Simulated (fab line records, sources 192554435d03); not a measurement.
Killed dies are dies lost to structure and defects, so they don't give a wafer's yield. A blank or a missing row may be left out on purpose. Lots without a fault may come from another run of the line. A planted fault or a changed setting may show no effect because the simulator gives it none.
Split-lot experiment | flow n5_finfet | 7 lots, 21 wafers read, on a route of 1938 steps

THE SPLIT
At N5_BEOL_M2_TRENCH_ETCH_37 (etches SiOC in C4F6/O2, target depth 55.555 nm, time 29.2 s), the setting bias_w was moved away from the recipe's 185 W on 10 of the 21 wafers read, by -17.4% to +13.4%. The other wafers ran this setting at the recipe's value.

The reading is taken at the split's own step.

THE READING
rf_vpp_V, in V, at N5_BEOL_M2_TRENCH_ETCH_37 (etches SiOC in C4F6/O2, target depth 55.555 nm, time 29.2 s). Fault-free wafers of this fab line usually give 666 V, standard deviation 13 V.

wafer  | tool, chamber at the split | bias_w as run, W | against the recipe | rf_vpp_V, V | against lot-mates on the recipe
L078.2 | rie_diel-01, 0             | 185              | recipe             | 648         | -
L078.3 | rie_diel-01, 3             | 185              | recipe             | 673         | -
L078.4 | rie_diel-01, 2             | 195.6            | +5.7%              | 717         | +56
L083.4 | rie_diel-06, 1             | 185              | recipe             | 652         | -
L083.5 | rie_diel-06, 3             | 185              | recipe             | 684         | -
L083.6 | rie_diel-06, 2             | 185              | recipe             | 676         | -
L085.2 | rie_diel-06, 2             | 185              | recipe             | 677         | -
L085.3 | rie_diel-06, 1             | 207.5            | +12.2%             | 714         | +37
L085.5 | rie_diel-06, 0             | 207.5            | +12.2%             | 725         | +48
L088.1 | rie_diel-06, 0             | 152.9            | -17.4%             | 567         | -98
L088.2 | rie_diel-06, 2             | 185              | recipe             | 677         | -
L088.3 | rie_diel-06, 1             | 185              | recipe             | 653         | -
L089.4 | rie_diel-06, 0             | 185              | recipe             | 661         | -
L089.5 | rie_diel-06, 2             | 185              | recipe             | 676         | -
L089.6 | rie_diel-06, 1             | 209.7            | +13.4%             | 719         | +50
L092.2 | rie_diel-06, 3             | 194.5            | +5.1%              | 711         | no lot-mate on the recipe
L092.3 | rie_diel-06, 2             | 194.5            | +5.1%              | 704         | no lot-mate on the recipe
L092.6 | rie_diel-06, 2             | 194.5            | +5.1%              | 703         | no lot-mate on the recipe
L095.2 | rie_diel-01, 1             | 185              | recipe             | 661         | -
L095.3 | rie_diel-01, 0             | 165.8            | -10.4%             | 593         | -68
L095.5 | rie_diel-01, 0             | 165.8            | -10.4%             | 593         | -68

THE FIT
A straight line over all 21 wafers: rf_vpp_V changes by +5.59 V for each +1% of bias_w; r = +0.95; the points scatter about the line by 14 V.
The same after taking each lot's own level away (the mean of its wafers on the recipe; 18 wafers): +5.05 V for each +1%; r = +0.94; scatter 15 V.
On that fit, the largest move of bias_w shifts the reading by 88 V.
The lots' own levels span 660.5 to 677.0 V, that is 1.3 times the standard deviation above.
So the lot-to-lot level changes the slope: the two fits differ.
Check: with one of the wafers moved furthest among these (-17.4%) left out of the fit, the line predicts -87.6 V for it against its lot-mates. It came out at -98 V against them.
Tool readings at the split's step, against how far the setting was moved: rf_vpp_V r = +0.95.

OTHER SPLITS ON THESE WAFERS
These wafers also went through other splits before the reading. Each is held against what the fit with the lots' levels taken away leaves over:
other split on the same wafers | wafers away from the commonest value | r with rf_vpp_V (lot level and that fit taken away)
N5_BEOL_M0_ETCH_109 bias_w     | 7                                    | -0.19
N5_BEOL_M1_COAT_67 spin_rpm    | 7                                    | -0.52
N5_BEOL_M1_COAT_76 spin_rpm    | 5                                    | +0.08
N5_BEOL_M2_COAT_22 spin_rpm    | 8                                    | -0.62
N5_BEOL_M2_EXPOSE_25 dose_mj   | 9                                    | -0.16

THE FILE'S OWN FIT
rf_vpp_V changes by +5.11 V for each +1% of bias_w, r = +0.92.
